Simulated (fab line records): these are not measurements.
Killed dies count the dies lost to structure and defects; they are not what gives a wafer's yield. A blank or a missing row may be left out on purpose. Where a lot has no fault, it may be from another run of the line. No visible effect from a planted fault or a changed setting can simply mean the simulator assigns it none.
Chamber matching :: flow nandHarc :: NHARC_P_GATE_DESCUM_13 on rieDiel-08 has 4 sister chambers
The step chemistry O2, time 3 s. 18 wafers are shown with their chamber, then 9 later ones without.

== EACH WAFER AND ITS CHAMBER ==
wafer: L075.2
chamber: 0
drypumpMotorCurrentA (A): 5.8
oesProductAu (a.u.): 0.973
rfVppV (V): 56.6

wafer: L075.3
chamber: 1
drypumpMotorCurrentA (A): 5.7
oesProductAu (a.u.): 0.979
rfVppV (V): 57.6

wafer: L075.4
chamber: 3
drypumpMotorCurrentA (A): 5.9
oesProductAu (a.u.): 0.980
rfVppV (V): 58.9

wafer: L082.2
chamber: 0
drypumpMotorCurrentA (A): 5.8
oesProductAu (a.u.): 0.993
rfVppV (V): 56.4

wafer: L082.3
chamber: 2
drypumpMotorCurrentA (A): 5.6
oesProductAu (a.u.): 0.964
rfVppV (V): 57.8

wafer: L082.6
chamber: 1
drypumpMotorCurrentA (A): 5.6
oesProductAu (a.u.): 0.999
rfVppV (V): 57.7

wafer: L085.1
chamber: 3
drypumpMotorCurrentA (A): 5.9
oesProductAu (a.u.): 0.971
rfVppV (V): 58.1

wafer: L085.2
chamber: 0
drypumpMotorCurrentA (A): 5.8
oesProductAu (a.u.): 0.978
rfVppV (V): 57.8

wafer: L085.6
chamber: 2
drypumpMotorCurrentA (A): 5.5
oesProductAu (a.u.): 0.969
rfVppV (V): 59.2

wafer: L089.1
chamber: 1
drypumpMotorCurrentA (A): 5.6
oesProductAu (a.u.): 0.995
rfVppV (V): 55.9

wafer: L089.4
chamber: 3
drypumpMotorCurrentA (A): 5.9
oesProductAu (a.u.): 0.978
rfVppV (V): 57.8

wafer: L089.6
chamber: 3
drypumpMotorCurrentA (A): 5.9
oesProductAu (a.u.): 0.983
rfVppV (V): 58.3

wafer: L091.2
chamber: 2
drypumpMotorCurrentA (A): 5.6
oesProductAu (a.u.): 0.987
rfVppV (V): 57.4

wafer: L091.5
chamber: 1
drypumpMotorCurrentA (A): 5.7
oesProductAu (a.u.): 0.994
rfVppV (V): 57.7

wafer: L091.6
chamber: 0
drypumpMotorCurrentA (A): 5.8
oesProductAu (a.u.): 1.005
rfVppV (V): 57.8

wafer: L092.1
chamber: 3
drypumpMotorCurrentA (A): 5.9
oesProductAu (a.u.): 0.972
rfVppV (V): 57.9

wafer: L092.3
chamber: 0
drypumpMotorCurrentA (A): 5.9
oesProductAu (a.u.): 0.987
rfVppV (V): 57.0

wafer: L092.6
chamber: 1
drypumpMotorCurrentA (A): 5.7
oesProductAu (a.u.): 0.988
rfVppV (V): 58.8

SIGNATURES (means of the wafers above)
reading: drypumpMotorCurrentA
chamber 0: 5.820
chamber 1: 5.660
chamber 2: 5.567
chamber 3: 5.900
scatter within a chamber: 0.0436

reading: oesProductAu
chamber 0: 0.98720
chamber 1: 0.99100
chamber 2: 0.97333
chamber 3: 0.97680
scatter within a chamber: 0.00956

reading: rfVppV
chamber 0: 57.120
chamber 1: 57.540
chamber 2: 58.133
chamber 3: 58.200
scatter within a chamber: 0.784
Rule: a wafer's distance from a chamber is the root of the sum, over the readings, of the square of ((its reading less the chamber's mean) divided by the reading's scatter). If the next closest chamber is less than 2 further off than the closest, the wafer can't be placed; otherwise it belongs to the closest. The scatter: take each reading less its chamber's mean, square it, sum over the shown wafers, divide by the number of wafers less the number of chambers, and take the root.

== WAFERS WITHOUT THEIR CHAMBER ==
wafer: L094.1
drypumpMotorCurrentA (A): 5.8
oesProductAu (a.u.): 0.978
rfVppV (V): 57.4

wafer: L094.5
drypumpMotorCurrentA (A): 5.6
oesProductAu (a.u.): 0.999
rfVppV (V): 57.1

wafer: L094.6
drypumpMotorCurrentA (A): 5.7
oesProductAu (a.u.): 1.001
rfVppV (V): 58.7

wafer: L095.1
drypumpMotorCurrentA (A): 5.6
oesProductAu (a.u.): 0.986
rfVppV (V): 58.2

wafer: L095.2
drypumpMotorCurrentA (A): 5.6
oesProductAu (a.u.): 0.992
rfVppV (V): 56.3

wafer: L095.3
drypumpMotorCurrentA (A): 5.9
oesProductAu (a.u.): 0.978
rfVppV (V): 56.9

wafer: L096.3
drypumpMotorCurrentA (A): 5.9
oesProductAu (a.u.): 0.976
rfVppV (V): 57.0

wafer: L096.4
drypumpMotorCurrentA (A): 5.8
oesProductAu (a.u.): 0.976
rfVppV (V): 57.3

wafer: L096.6
drypumpMotorCurrentA (A): 5.7
oesProductAu (a.u.): 0.990
rfVppV (V): 58.2

== EACH ONE'S CHAMBER ==
wafer: L094.1
from the rows above: can't be placed: 0 or 3
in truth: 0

wafer: L094.5
from the rows above: can't be placed: 1 or 2
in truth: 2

wafer: L094.6
from the rows above: can't be placed: 1 or 0
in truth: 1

wafer: L095.1
from the rows above: can't be placed: 2 or 1
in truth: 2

wafer: L095.2
from the rows above: can't be placed: 1 or 2
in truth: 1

wafer: L095.3
from the rows above: can't be placed: 3 or 0
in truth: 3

wafer: L096.3
from the rows above: can't be placed: 3 or 0
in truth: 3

wafer: L096.4
from the rows above: can't be placed: 0 or 3
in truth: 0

wafer: L096.6
from the rows above: can't be placed: 1 or 0
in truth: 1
Correct placement for 0 of the 9. Unplaceable from these rows: 9, with the true chamber sitting among the candidates in 9. Wrongly placed: 0.
